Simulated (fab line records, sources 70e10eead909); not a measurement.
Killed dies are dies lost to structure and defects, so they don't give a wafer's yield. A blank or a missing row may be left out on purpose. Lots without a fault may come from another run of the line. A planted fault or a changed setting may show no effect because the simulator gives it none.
Chamber matching | flow nand_harc | NHARC_A_WL_FILL_ALD_02 on ald_metal-03: 4 sister chambers
The step deposits TiN, target thk 2 nm, pulse time 3 s, ald cycles 100. 4 wafers are shown with their chamber, then 9 later ones without.

WAFERS WITH THEIR CHAMBER
wafer  | chamber | heater_power_w (W)
L083.1 | 1       | 1128
L085.5 | 2       | 891
L086.4 | 3       | 1134
L086.6 | 0       | 1085

WAFERS WITHOUT THEIR CHAMBER
wafer  | heater_power_w (W)
L089.1 | 915
L089.2 | 1111
L089.5 | 1127
L092.1 | 1141
L092.3 | 1094
L092.4 | 1120
L096.2 | 1115
L096.4 | 1068
L096.5 | 1093

WHICH CHAMBER EACH WENT THROUGH
wafer  | from the rows above          | in truth
L089.1 | 2                            | 2
L089.2 | can't be placed: 1 or 3 or 0 | 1
L089.5 | can't be placed: 1 or 3      | 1
L092.1 | can't be placed: 3 or 1      | 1
L092.3 | can't be placed: 0 or 1      | 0
L092.4 | can't be placed: 1 or 3      | 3
L096.2 | can't be placed: 1 or 3 or 0 | 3
L096.4 | 0                            | 0
L096.5 | 0                            | 0
Placed correctly: 3 of 9. Can't be placed from these rows: 6 (the true chamber is among the candidates in 6). Placed wrongly: 0.
How it was worked out, from the rows above alone: a wafer's distance from a chamber is the root of the sum, over the readings, of the square of ((its reading less the chamber's mean) divided by the reading's scatter). The wafer belongs to the nearest chamber; if the next one is less than 2 further off, it can't be placed. A chamber's mean is the mean of its shown wafers. The scatter: with one shown wafer a chamber, the root of the mean of the squares of how far each hidden wafer lies from its nearest shown one.
